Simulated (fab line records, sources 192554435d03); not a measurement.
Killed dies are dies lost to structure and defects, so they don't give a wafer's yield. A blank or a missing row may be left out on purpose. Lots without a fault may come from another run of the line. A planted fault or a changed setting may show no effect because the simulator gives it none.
One fault seen from 3 desks | flow n5_finfet | each desk has only its own numbers; what lay behind them comes last
Where a reading is given only as a bound, like >300, the bound stands for it, and a mean or a difference that rests on one is marked > or <: the true number lies beyond.

THE METROLOGY DESK
What the gauges read, lot by lot, whatever tool the lot ran on: means of the sampled wafers that have a number. A lot is out of limits, marked OUT, if its mean lies more than 4 standard deviations from the usual mean; the brackets give that distance.
Columns: A = thk_nm at N5_SD_EPI_N_EPI_MEAS_23, usual 59.4 nm
lot  | first seen here | A
L451 | day 3 10:04     | 58.3
L456 | day 4 23:29     | 60.6
L457 | day 5 18:34     | 58.6
L458 | day 5 20:49     | 58.2
L462 | day 6 04:31     | 59.5
L463 | day 6 12:41     | 59.1
L468 | day 7 17:23     | 60.7
L470 | day 8 10:02     | 59.1
L471 | day 8 14:14     | 60.5
This desk's finding: nothing out of limits on any of the 9 lots.

THE DEFECT DESK
What the inspections along the route counted, lot by lot: means of the sampled wafers that have a number. A lot is out of limits, marked OUT, if its mean lies more than 4 standard deviations from the usual mean; the brackets give that distance.
Columns: A = raw_defect_count at N5_SD_EPI_N_INSPECT_26, usual 219; B = raw_defect_count at N5_SD_EPI_P_INSPECT_11, usual 2.1; C = raw_defect_count at N5_SD_EPI_P_INSPECT_26, usual 188; D = raw_defect_count at N5_SD_ACTIVATION_INSPECT_02, usual 188
lot  | first seen here | A             | B                      | C             | D
L451 | day 3 10:37     | 225           | 3.0                    | 200           | 202
L456 | day 5 00:13     | 237           | 1.7                    | 199           | 206
L457 | day 5 19:17     | 226           | 2.7                    | 179           | 188
L458 | day 5 21:24     | 658 (+10) OUT | >300 (+99 or more) OUT | 667 (+12) OUT | 659 (+12) OUT
L462 | day 6 05:47     | 670 (+10) OUT | >300 (+99 or more) OUT | 628 (+11) OUT | 622 (+11) OUT
L463 | day 6 13:14     | 223           | 2.7                    | 182           | 185
L468 | day 7 18:19     | 276           | 1.7                    | 227           | 224
L470 | day 8 10:35     | 170           | 1.0                    | 152           | 152
L471 | day 8 14:47     | 214           | 1.0                    | 177           | 169
This desk's finding: out of limits on L458, L462; first on L458, day 5 21:24 (raw_defect_count at N5_SD_EPI_N_INSPECT_26). In limits: L451, L456, L457, L463, L468, L470, L471.

THE TOOL OWNER'S DESK: epi_rpcvd-03
The tool's own readings at N5_SD_EPI_N_VAPOR_ETCH_50 (etches Si in HCl, time 54 s): means of the sampled wafers that have a number, for each lot that ran on this tool. A lot is out of limits, marked OUT, if its mean lies more than 4 standard deviations from the usual mean; the brackets give that distance.
Columns: A = throttle_valve_pct at N5_SD_EPI_N_VAPOR_ETCH_50, usual 11.93 %
lot  | first seen here | A
L451 | day 3 08:11     | 12.08
L456 | day 4 21:36     | 12.19
L457 | day 5 16:43     | 12.14
L458 | day 5 18:54     | 12.29
L462 | day 6 02:44     | 12.21
This desk's finding: nothing out of limits on any of the 5 lots.

PUT TOGETHER
The defect desk could have raised an alarm at day 5 21:24, on L458, L462.
The metrology desk saw nothing out of limits.
The tool owner's desk saw nothing out of limits.
The metrology desk has L458, L462 on record, within its limits.
The tool owner's desk has L458, L462 on record, within its limits.
Of the lots named, all ran N5_SD_EPI_N_VAPOR_ETCH_50 on epi_rpcvd-03.

WHAT THE SIMULATOR HAD PUT IN
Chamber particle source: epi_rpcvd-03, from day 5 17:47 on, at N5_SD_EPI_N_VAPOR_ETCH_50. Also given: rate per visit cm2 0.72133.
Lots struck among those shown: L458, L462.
Hours from the fault's start to each desk's first reading out of limits: the defect desk, 4.
